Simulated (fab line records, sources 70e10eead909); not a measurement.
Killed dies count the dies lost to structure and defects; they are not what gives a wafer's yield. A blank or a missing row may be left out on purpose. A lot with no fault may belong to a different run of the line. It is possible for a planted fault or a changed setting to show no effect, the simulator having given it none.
fab line records	flow nand-harc
record: lots: 14	wafers: 42	last-day: 33
route steps=1302 shown A_CONTACT@1051
lots that met no fault: taken from a fault-free run of the same line
start-h: start of the lot's first displayed wafer, in hours after the record's first day	wait-h: hours since the lot's step before	" unchanged from the row above	L1.1+2: a single row standing in for several wafers	- no value present, or no start provided	* or withheld: withheld	< > ~ a bound
route shown NAME@n: NAME is a module with steps in the file, n the number in the route of the first one	usual: the fault-free wafers' mean and standard deviation	same: alike in all rows	chamber/n: place in a boat	sites: readings site by site	_std_site: standard deviation across them	_edge_site: mean of outer sites minus mean of inner sites	radius-mm: how far each site lies from the wafer's centre	mask NAME#n: copy n	behind: tool/chamber where the wafer was last shaped	hold: the reason the lot was held/the length of the hold in hours/how it ended	device: which transistor (n, p or np) failed to switch	end of line: the tests these same wafers got at the end of their route	for a step that has no rows: nothing shown but its recipe	killed: dies lost to structure and defects at the first sort, not the wafer's yield	map: per-die view of a wafer (x killed, . not killed, _ where there is no die)
set.NAME: the setting that was run; set.NAME@STEP: the one run at that earlier step	model.NAME: the simulator's own value behind a step, which no gauge read
a sample of lots followed through the steps of the route, with each step as a table and each wafer as a row
services: a tool's chamber out of use, with start hour (start-h, from the record's first day; less than 0 if before it), hours out, and reason
== steps ==
step: NHARC_A_CONTACT_ETCH_128
recipe: source-w: withheld	pressure-mtorr: 20	bias-v: 3000	time-s: 197	target-depth-a: 19180	ar-flow-sccm: withheld	c4f8-flow-sccm: withheld	o2-flow-sccm: withheld	chemistry: C4F8/O2/Ar
lot.wafer	tool	chamber	start-h	wait-h	rf-hours-counter-h
L229.1	har-cap-etch-02	1	492.13	0.1	78
L229.2	"	0	"	"	78
L229.4	"	1	"	"	-
L232.2	har-cap-etch-01	1	519.72	0.1	1
L232.3	"	0	"	"	-
L232.6	"	0	"	"	-
L233.1	har-cap-etch-02	1	537.83	0.1	89
L233.3	"	0	"	"	-
L233.5	"	1	"	"	-
L238.2	har-cap-etch-03	0	606.00	0.1	60
L238.4	"	1	"	"	-
L238.6	"	0	"	"	-
L240.2	har-cap-etch-01	0	606.62	0.2	13
L240.1	"	1	"	"	13
L240.3	"	0	"	"	-
L244.1	har-cap-etch-01	0	650.48	0.2	21
L244.3	"	1	"	"	-
L244.6	"	1	"	"	-
L245.1	har-cap-etch-03	1	652.48	0.1	71
L245.3	"	0	"	"	-
L245.5	"	0	"	"	-
L246.3	har-cap-etch-02	0	676.41	0.1	-
L246.4	"	1	"	"	-
L246.6	"	0	"	"	-
L248.2	har-cap-etch-01	1	690.89	0.1	29
L248.1	"	0	"	"	29
L248.3	"	1	"	"	-
L249.2	har-cap-etch-02	0	694.09	0.1	115
L249.1	"	1	"	"	115
L249.4	"	0	"	"	-
L247.2	har-cap-etch-01	1	696.71	0.1	31
L247.1	"	0	"	"	31
L247.3	"	1	"	"	-
L250.2	har-cap-etch-02	0	706.07	0.2	118
L250.3	"	1	"	"	-
L250.6	"	1	"	"	-
L252.2	har-cap-etch-03	0	719.20	0.1	85
L252.3	"	0	"	"	-
L252.6	"	1	"	"	-
L251.1	har-cap-etch-01	0	719.56	0.1	37
L251.2	"	1	"	"	37
L251.6	"	1	"	"	-
step: NHARC_A_CONTACT_DEVELOP_07
recipe: develop-time-s: 35	dev-temp-c: 23
usual: chill-plate-temp-C: 23.02/0.087	develop-time-s: 35/0	exhaust-pa: 44.9/0.89
lot.wafer	tool	chamber	start-h	wait-h	chill-plate-temp-C	develop-time-s	exhaust-pa
L229.1	litho-track-06	0	498	-	22.93	35	45.3
L229.2	"	0	"	"	23.02	35	45.1
L229.4	"	0	"	"	23.05	35	46.1
L232.2	litho-track-01	0	526	-	22.90	35	46.2
L232.3	"	0	"	"	23.01	35	45.1
L232.6	"	0	"	"	23.04	35	45.3
L233.1	litho-track-04	0	542	-	22.99	35	43.8
L233.3	"	0	"	"	22.95	35	45.1
L233.5	"	0	"	"	23.01	35	46.5
L238.2	litho-track-01	-	611	-	-	-	-
L238.4	"	-	"	"	-	-	-
L238.6	"	-	"	"	-	-	-
L240.1	litho-track-04	-	611	-	-	-	-
L240.2	"	-	"	"	-	-	-
L240.3	"	-	"	"	-	-	-
L244.1	litho-track-06	0	656	-	22.82	35	45.7
L244.3	"	0	"	"	23.01	35	44.1
L244.6	"	0	"	"	22.87	35	43.6
L245.1	litho-track-01	0	658	-	22.97	35	44.8
L245.3	"	0	"	"	22.98	35	45.6
L245.5	"	0	"	"	23.04	35	43.4
L246.3	litho-track-04	0	684	-	23.09	35	44.8
L246.4	"	0	"	"	23.00	35	44.8
L246.6	"	0	"	"	23.18	35	45.9
L248.1	litho-track-06	0	696	-	22.95	35	46.1
L248.2	"	0	"	"	23.07	35	43.3
L248.3	"	0	"	"	23.07	35	43.7
L249.1	litho-track-01	0	699	-	22.97	35	44.9
L249.2	"	0	"	"	23.19	35	44.7
L249.4	"	0	"	"	23.01	35	44.7
L247.1	litho-track-01	0	702	-	22.96	35	43.4
L247.2	"	0	"	"	22.95	35	46.1
L247.3	"	0	"	"	23.06	35	43.6
L250.2	litho-track-06	0	711	-	23.05	35	45.8
L250.3	"	0	"	"	23.14	35	44.7
L250.6	"	0	"	"	23.19	35	44.7
L252.2	litho-track-06	0	728	-	22.87	35	46.4
L252.3	"	0	"	"	22.99	35	45.4
L252.6	"	0	"	"	23.07	35	45.5
L251.1	litho-track-06	0	730	-	23.06	35	46.9
L251.2	"	0	"	"	23.15	35	46.4
L251.6	"	0	"	"	23.12	35	46.6
step: NHARC_A_CONTACT_ETCH_30
recipe: target-depth-a: 726	time-s: 36.3	cf4-flow-sccm: 100	chf3-flow-sccm: 30	ar-flow-sccm: 0	rf-w: 500	bias-w: 200	chemistry: CF4/CHF3
usual: drypump-motor-current-A: 5.9/0.39	oes-product-au: 0.935/0.02	rf-vpp-V: 372.6/2	showerhead-plenum-p-Torr: 1.63/0.057	throttle-valve-pct: 16.803/0.0091
lot.wafer	tool	chamber	start-h	wait-h	drypump-motor-current-A	oes-product-au	rf-hours-counter-h	rf-vpp-V	showerhead-plenum-p-Torr	throttle-valve-pct
L229.4	rie-diel-05	2	-	-	5.7	0.924	15	372.9	1.70	16.815
L229.2	"	3	"	"	5.9	0.923	13	372.3	1.60	16.803
L229.1	"	1	"	"	6.6	0.919	10	373.1	1.66	16.797
L232.3	rie-diel-12	1	-	-	5.8	0.916	25	370.5	1.62	16.822
L232.2	"	2	"	"	6.2	0.930	27	368.0	1.50	16.797
L232.6	"	1	"	"	5.8	0.910	-	372.2	1.62	16.785
L233.3	rie-diel-05	0	-	-	5.4	0.927	20	372.4	1.66	16.811
L233.1	"	1	"	"	6.5	0.932	16	373.2	1.66	16.808
L233.5	"	2	"	"	5.7	0.935	-	375.7	1.69	16.809
L238.2	rie-diel-05	1	-	-	6.6	0.939	1	372.2	1.65	16.799
L238.4	"	0	"	"	5.5	0.938	2	373.3	1.66	16.807
L238.6	"	2	"	"	5.7	0.968	-	374.8	1.69	16.786
L240.2	rie-diel-12	1	-	-	5.7	0.917	51	372.2	1.61	16.797
L240.3	"	3	"	"	5.8	0.946	50	374.9	1.69	16.798
L240.1	"	0	"	"	5.9	0.912	50	373.2	1.67	16.797
L244.1	rie-diel-05	1	-	-	6.6	0.921	12	373.1	1.65	16.786
L244.3	"	3	"	"	5.8	0.935	10	371.1	1.59	16.813
L244.6	"	1	"	"	6.6	0.922	-	373.7	1.65	16.809
L245.3	rie-diel-05	1	-	-	6.6	0.912	13	372.8	1.65	16.791
L245.1	"	2	"	"	5.7	0.927	13	372.8	1.69	16.796
L245.5	"	1	"	"	6.6	0.909	-	373.0	1.65	16.803
L246.3	rie-diel-06	1	-	-	5.7	0.971	3	370.6	1.55	16.794
L246.4	"	2	"	"	5.0	0.982	3	374.1	1.65	16.784
L246.6	"	0	"	"	5.6	0.971	-	367.6	1.49	16.791
L248.3	rie-diel-05	2	-	-	5.7	0.951	22	374.3	1.69	16.807
L248.2	"	3	"	"	5.8	0.948	19	372.4	1.59	16.798
L248.1	"	1	"	"	6.5	0.950	20	373.4	1.65	16.813
L249.4	rie-diel-05	0	-	-	5.4	0.931	19	372.5	1.66	16.804
L249.2	"	1	"	"	6.6	0.937	21	372.1	1.65	16.793
L249.1	"	3	"	"	5.9	0.931	20	369.7	1.59	16.811
L247.2	rie-diel-05	2	-	-	5.7	0.921	23	373.5	1.69	16.798
L247.3	"	0	"	"	5.5	0.928	20	373.1	1.66	16.802
L247.1	"	1	"	"	6.6	0.936	21	373.3	1.65	16.815
L250.3	rie-diel-05	1	-	-	6.6	0.927	24	374.6	1.65	16.802
L250.2	"	2	"	"	5.7	0.930	26	373.9	1.69	16.810
L250.6	"	2	"	"	5.7	0.925	-	375.2	1.69	16.805
L252.2	rie-diel-05	3	-	-	5.9	0.954	25	370.7	1.59	16.812
L252.3	"	1	"	"	6.6	0.969	26	373.5	1.65	16.790
L252.6	"	3	"	"	5.9	0.967	-	371.3	1.59	16.806
L251.1	rie-diel-05	0	-	-	5.4	0.937	24	373.8	1.66	16.804
L251.2	"	1	"	"	6.6	0.931	26	374.1	1.65	16.800
L251.6	"	0	"	"	5.5	0.938	-	374.0	1.66	16.794
step: NHARC_A_CONTACT_ETCH_136
recipe: source-w: withheld	pressure-mtorr: 20	bias-v: 1200	time-s: 311	target-depth-a: 19120	ar-flow-sccm: withheld	c4f8-flow-sccm: withheld	o2-flow-sccm: withheld	chemistry: C4F8/O2/Ar
lot.wafer	tool	chamber	start-h	wait-h	rf-hours-counter-h
L229.2	har-cap-etch-03	1	499.93	0.2	42
L229.1	"	0	"	"	42
L229.4	"	0	"	"	-
L232.2	har-cap-etch-01	1	529.13	0.2	2
L232.3	"	0	"	"	-
L232.6	"	0	"	"	-
L233.1	har-cap-etch-01	0	544.84	0.2	4
L233.3	"	1	"	"	-
L233.5	"	1	"	"	-
L238.2	har-cap-etch-03	0	613.10	0.2	61
L238.4	"	0	"	"	-
L238.6	"	0	"	"	-
L240.1	har-cap-etch-01	1	613.79	0.2	14
L240.2	"	0	"	"	14
L240.3	"	1	"	"	-
L244.1	har-cap-etch-03	1	658.69	0.2	73
L244.3	"	1	"	"	-
L244.6	"	1	"	"	-
L245.1	har-cap-etch-02	0	660.88	0.2	110
L245.3	"	1	"	"	-
L245.5	"	0	"	"	-
L246.4	har-cap-etch-03	1	686.18	0.2	-
L246.3	"	0	"	"	-
L246.6	"	0	"	"	-
L248.1	har-cap-etch-02	1	698.00	0.2	117
L248.2	"	0	"	"	117
L248.3	"	1	"	"	-
L249.2	har-cap-etch-03	0	701.25	0.2	81
L249.1	"	1	"	"	81
L249.4	"	0	"	"	-
L247.2	har-cap-etch-01	0	704.20	0.2	33
L247.1	"	1	"	"	33
L247.3	"	1	"	"	-
L250.2	har-cap-etch-02	1	713.89	0.2	120
L250.3	"	1	"	"	-
L250.6	"	1	"	"	-
L252.2	har-cap-etch-02	0	730.28	0.2	121
L252.3	"	1	"	"	-
L252.6	"	0	"	"	-
L251.2	har-cap-etch-03	1	732.00	0.2	87
L251.1	"	0	"	"	87
L251.6	"	0	"	"	-
== services ==
tool	chamber	start-h	hours	kind
rie-diel-06	-	484.22	9.0	pm
rie-diel-05	0	489.18	-	clean
rie-diel-05	1	489.18	-	clean
rie-diel-05	2	489.18	-	clean
rie-diel-05	3	489.18	-	clean
rie-diel-06	3	496.22	11.6	repair
har-cap-etch-01	-	499.04	17.0	pm
litho-track-01	-	505.00	7.0	pm
rie-diel-05	0	513.68	-	clean
litho-track-06	-	529.00	7.0	pm
rie-diel-05	-	552.11	0.1	repair
litho-track-04	-	553.00	7.0	pm
rie-diel-06	3	554.15	5.6	repair
rie-diel-05	-	583.82	9.0	pm
har-cap-etch-03	-	596.57	0.5	repair
rie-diel-12	-	622.92	9.0	pm
har-cap-etch-02	-	623.39	1.3	repair
rie-diel-06	-	661.27	9.0	pm
rie-diel-05	1	666.27	8.2	repair
litho-track-01	-	680.00	7.0	pm
litho-track-06	-	704.00	7.0	pm
rie-diel-06	3	716.09	3.7	repair
rie-diel-06	0	719.90	6.0	repair
litho-track-04	-	728.00	7.0	pm
== key ==
first-sign: step: NHARC_A_CONTACT_DEVELOP_07	reading: tool-record	direction: missing
effect none on later readings
met-at NHARC_A_CONTACT_DEVELOP_07
struck-lots L238,L240
later-rows-left-out L238.2,L238.4,L238.6,L240.1,L240.2,L240.3
sort-left-out L238.2,L238.4,L238.6,L240.1,L240.2,L240.3
tester-left-out L238,L240
not-acting-at NHARC_A_CONTACT_ETCH_128,NHARC_A_CONTACT_ETCH_30,NHARC_A_CONTACT_ETCH_136
onset-between 542 611
fault: kind: skipped-step-whole	tool: litho-track-01,litho-track-04	chamber: -	onset-h: 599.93	steps: NHARC_A_CONTACT_DEVELOP_07	scope: struck-lots-only
tester-left-out: of these lots the tester's yield and bins aren't shown, on N5 and GAA mostly nor the transistor test; their killed dies are dies lost to structure and defects alone, not to doping, threshold or leakage, so they don't give the yield
sort-left-out: the simulated sort isn't trusted on such a fault, so these wafers' sort isn't shown, and their yield isn't known
later-rows-left-out: the simulator's readings of these wafers behind a module that went badly wrong aren't trusted and aren't shown, but for the sort
